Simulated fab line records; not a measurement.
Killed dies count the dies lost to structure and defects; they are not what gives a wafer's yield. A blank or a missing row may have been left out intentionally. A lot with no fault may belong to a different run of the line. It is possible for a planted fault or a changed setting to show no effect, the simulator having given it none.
Which tool was responsible? | flow n5Finfet | 12 lots, 32 wafers sampled, at 6 steps of a route of 1938

WHAT THE GAUGES READ, wafer by wafer
Not one reading of a measure or inspect step in the record can be checked against a usual standard deviation.

EACH LOT AND THE TOOL THAT RAN IT (in order: tool; ch and the chambers of the sampled wafers; start)
lot  | N5_BEOL_M5_PECVD_70             | N5_BEOL_M5_ANNEAL_49        | N5_BEOL_M5_SPUTTER_88       | N5_BEOL_M5_ANNEAL_89        | N5_BEOL_M5_CMP_52             | N5_PASSIVATION_PROBE_49
L235 | pecvd-01 ch 0,2, day 8 14:08    | pvdSputter-02, day 8 18:16  | pvdSputter-02, day 8 21:26  | pvdSputter-02, day 8 21:31  | cmp-04 ch 1,3, day 8 23:13    | -
L236 | pecvd-04 ch 0,1, day 8 19:38    | pvdSputter-01, day 9 01:20  | pvdSputter-01, day 9 04:31  | pvdSputter-01, day 9 04:36  | cmp-01 ch 2,3, day 9 06:09    | -
L238 | pecvd-01 ch 1, day 9 07:35      | pvdSputter-03, day 9 14:45  | pvdSputter-03, day 9 17:56  | pvdSputter-03, day 9 18:01  | cmp-04 ch 3, day 9 19:34      | -
L240 | pecvd-02 ch 0,1, day 9 08:31    | pvdSputter-01, day 9 15:07  | pvdSputter-01, day 9 18:17  | pvdSputter-01, day 9 18:22  | cmp-04 ch 2,3, day 9 20:22    | -
L241 | pecvd-04 ch 0,1, day 10 04:46   | pvdSputter-03, day 10 10:03 | pvdSputter-03, day 10 13:14 | pvdSputter-03, day 10 13:19 | cmp-01 ch 1,2,3, day 10 14:49 | -
L242 | pecvd-01 ch 0,1, day 10 05:19   | pvdSputter-02, day 10 12:28 | pvdSputter-02, day 10 15:38 | pvdSputter-02, day 10 15:43 | cmp-03 ch 0,1, day 10 17:13   | -
L246 | pecvd-02 ch 0,1, day 10 23:08   | pvdSputter-02, day 11 04:44 | pvdSputter-02, day 11 07:55 | pvdSputter-02, day 11 08:00 | cmp-04 ch 0,2,3, day 11 09:50 | -
L249 | pecvd-01 ch 0,2, day 11 06:40   | pvdSputter-03, day 11 13:43 | pvdSputter-03, day 11 16:53 | pvdSputter-03, day 11 16:58 | cmp-04 ch 0,2, day 11 18:46   | -
L247 | pecvd-01 ch 0,2, day 11 07:09   | pvdSputter-01, day 11 16:08 | pvdSputter-01, day 11 19:19 | pvdSputter-01, day 11 19:23 | cmp-03 ch 0,1, day 11 21:16   | prober-01, day 15 20:23
L250 | pecvd-01 ch 1,2, day 12 05:30   | pvdSputter-01, day 12 09:50 | pvdSputter-01, day 12 13:01 | pvdSputter-01, day 12 13:06 | cmp-04 ch 1,2,3, day 12 14:38 | -
L251 | pecvd-01 ch 0,1, day 12 10:58   | pvdSputter-02, day 12 16:04 | pvdSputter-02, day 12 19:15 | pvdSputter-02, day 12 19:20 | cmp-01 ch 1,2,3, day 12 20:50 | prober-01, day 16 19:49
L258 | pecvd-04 ch 0,1,2, day 14 08:01 | pvdSputter-03, day 14 12:38 | pvdSputter-03, day 14 19:56 | pvdSputter-03, day 14 20:01 | cmp-03 ch 0,3, day 14 21:32   | -
- N5_BEOL_M5_PECVD_70: deposits SiO2 from TEOS/O2, target thk 16 nm, time 18 s.
- N5_BEOL_M5_ANNEAL_49: time 1800 s.
- N5_BEOL_M5_SPUTTER_88: material Cu, target thk 15 nm, time 27.62 s.
- N5_BEOL_M5_ANNEAL_89: time 1800 s.
- N5_BEOL_M5_CMP_52: polishes, stops on SiCOH lowk, t overpolish 6.9 s, target thk 62 nm.
- N5_PASSIVATION_PROBE_49

WHAT THE TOOLS THEMSELVES READ (means of the sampled wafers that have a number; where no wafer has one, the mark that the record gives instead)
N5_BEOL_M5_PECVD_70. Usual: heaterPowerW 691 W, standard deviation 120; showerheadPlenumPTorr 8.77 Torr, standard deviation 0.047; throttleValvePct 21.8 %, standard deviation 1.
lot  | tool     | heaterPowerW (W) | showerheadPlenumPTorr (Torr) | throttleValvePct (%) | flag
L235 | pecvd-01 | 608              | 8.81                         | 21.6                 | 
L236 | pecvd-04 | 605              | 8.75                         | 22.3                 | 
L238 | pecvd-01 | 953              | 8.79                         | 23.5                 | 
L240 | pecvd-02 | 626              | 8.73                         | 21.0                 | 
L241 | pecvd-04 | 637              | 8.74                         | 22.1                 | 
L242 | pecvd-01 | 798              | 8.79                         | 22.6                 | 
L246 | pecvd-02 | 679              | 8.73                         | 21.0                 | 
L249 | pecvd-01 | 602              | 8.81                         | 21.7                 | 
L247 | pecvd-01 | 608              | 8.81                         | 21.8                 | 
L250 | pecvd-01 | 710              | 8.77                         | 22.4                 | 
L251 | pecvd-01 | 815              | 8.78                         | 22.6                 | 
L258 | pecvd-04 | 710              | 8.74                         | 22.1                 | 

N5_BEOL_M5_ANNEAL_49. Usual: heaterPowerW at 902 W, with a standard deviation of 69.
lot  | tool          | heaterPowerW (W) | flag
L235 | pvdSputter-02 | 844              | 
L236 | pvdSputter-01 | 981              | 
L238 | pvdSputter-03 | 844              | 
L240 | pvdSputter-01 | 969              | 
L241 | pvdSputter-03 | 885              | 
L242 | pvdSputter-02 | 855              | 
L246 | pvdSputter-02 | 863              | 
L249 | pvdSputter-03 | 881              | 
L247 | pvdSputter-01 | 1009             | 
L250 | pvdSputter-01 | 951              | 
L251 | pvdSputter-02 | 846              | 
L258 | pvdSputter-03 | 920              | 

N5_BEOL_M5_SPUTTER_88. Usual: throttleValvePct at 29.6 %, with a standard deviation of 0.97.
lot  | tool          | throttleValvePct (%) | flag
L235 | pvdSputter-02 | 30.1                 | 
L236 | pvdSputter-01 | 28.4                 | 
L238 | pvdSputter-03 | 30.4                 | 
L240 | pvdSputter-01 | 29.1                 | 
L241 | pvdSputter-03 | 30.3                 | 
L242 | pvdSputter-02 | 29.6                 | 
L246 | pvdSputter-02 | 29.6                 | 
L249 | pvdSputter-03 | 29.7                 | 
L247 | pvdSputter-01 | 29.8                 | 
L250 | pvdSputter-01 | 30.4                 | 
L251 | pvdSputter-02 | 29.5                 | 
L258 | pvdSputter-03 | 29.5                 | 

N5_BEOL_M5_ANNEAL_89. Usual: heaterPowerW at 902 W, with a standard deviation of 70.
lot  | tool          | heaterPowerW (W) | flag
L235 | pvdSputter-02 | 859              | 
L236 | pvdSputter-01 | 978              | 
L238 | pvdSputter-03 | 857              | 
L240 | pvdSputter-01 | 974              | 
L241 | pvdSputter-03 | 893              | 
L242 | pvdSputter-02 | 852              | 
L246 | pvdSputter-02 | 845              | 
L249 | pvdSputter-03 | 860              | 
L247 | pvdSputter-01 | 1009             | 
L250 | pvdSputter-01 | 976              | 
L251 | pvdSputter-02 | 845              | 
L258 | pvdSputter-03 | 910              | 

N5_BEOL_M5_CMP_52. Usual: barrierFieldEndpointS 24.5 s, standard deviation 0.79; motorCurrentA 6.1 A, standard deviation 0.66.
lot  | tool   | barrierFieldEndpointS (s) | motorCurrentA (A) | flag
L235 | cmp-04 | 24.2                      | 6.6               | 
L236 | cmp-01 | 24.5                      | 5.8               | 
L238 | cmp-04 | 25.2                      | 6.2               | 
L240 | cmp-04 | 24.2                      | 5.7               | 
L241 | cmp-01 | 24.5                      | 5.7               | 
L242 | cmp-03 | 24.0                      | 6.1               | 
L246 | cmp-04 | 24.2                      | 5.9               | 
L249 | cmp-04 | 24.6                      | 5.6               | 
L247 | cmp-03 | 24.2                      | 6.8               | 
L250 | cmp-04 | 26.1                      | 6.0               | 
L251 | cmp-01 | 25.8                      | 5.8               | 
L258 | cmp-03 | 25.0                      | 5.5               | 

N5_PASSIVATION_PROBE_49. Usual: defectLimitedYield 91.3 %, standard deviation 1.4; killed_at_M0_to_M3 33, standard deviation 9.9; killed_at_M4_up 15, standard deviation 5.6; killedAtContacts 13, standard deviation 5.7; killedAtFrontEnd 38, standard deviation 12; killedAtOther 4, standard deviation 3.1; killedDies 103, standard deviation 17; killedOpen 66, standard deviation 13; killedShort 32, standard deviation 7.8; sort_bin_4_leakage 0.02 %, standard deviation 0.16; sort_bin_5_function 5.1 %, standard deviation 0.95; sort_bin_6_memory 3.2 %, standard deviation 0.68; sortNPass 1077, standard deviation 17; sortYieldPct 91.3 %, standard deviation 1.5.
lot  | tool      | defectLimitedYield (%) | killed_at_M0_to_M3 | killed_at_M4_up | killedAtContacts | killedAtFrontEnd | killedAtOther | killedDies | killedOpen | killedShort | sort_bin_4_leakage (%) | sort_bin_5_function (%) | sort_bin_6_memory (%) | sortNPass | sortYieldPct (%) | flag
L247 | prober-01 | 91.0                   | 36                 | 10              | 18               | 37               | 6             | 106        | 64         | 37          | 0.00                   | 5.3                     | 3.3                   | 1074      | 91.0             | 
L251 | prober-01 | 90.4                   | 36                 | 20              | 6                | 48               | 2             | 113        | 75         | 32          | 0.00                   | 5.2                     | 4.0                   | 1067      | 90.4             | 

THE ANSWER, worked out from the rows above alone
Rule: take the mean of a lot's wafers that have a number; if it is more than 3 standard deviations from the usual mean, the lot is off. Also off: a lot with no number at a reading for which 4 or more lots have one. All remaining lots with rows at the step are treated as sound. First the gauges in route order, then the tools' own readings, where a lot's mean is used as printed above. At the first step where some lot is off, the reading lying furthest off is the one used; lots without a number count as furthest.
No lot is off on any of the readings shown, so nothing can be concluded from this.

WHAT THE SIMULATOR PUT IN
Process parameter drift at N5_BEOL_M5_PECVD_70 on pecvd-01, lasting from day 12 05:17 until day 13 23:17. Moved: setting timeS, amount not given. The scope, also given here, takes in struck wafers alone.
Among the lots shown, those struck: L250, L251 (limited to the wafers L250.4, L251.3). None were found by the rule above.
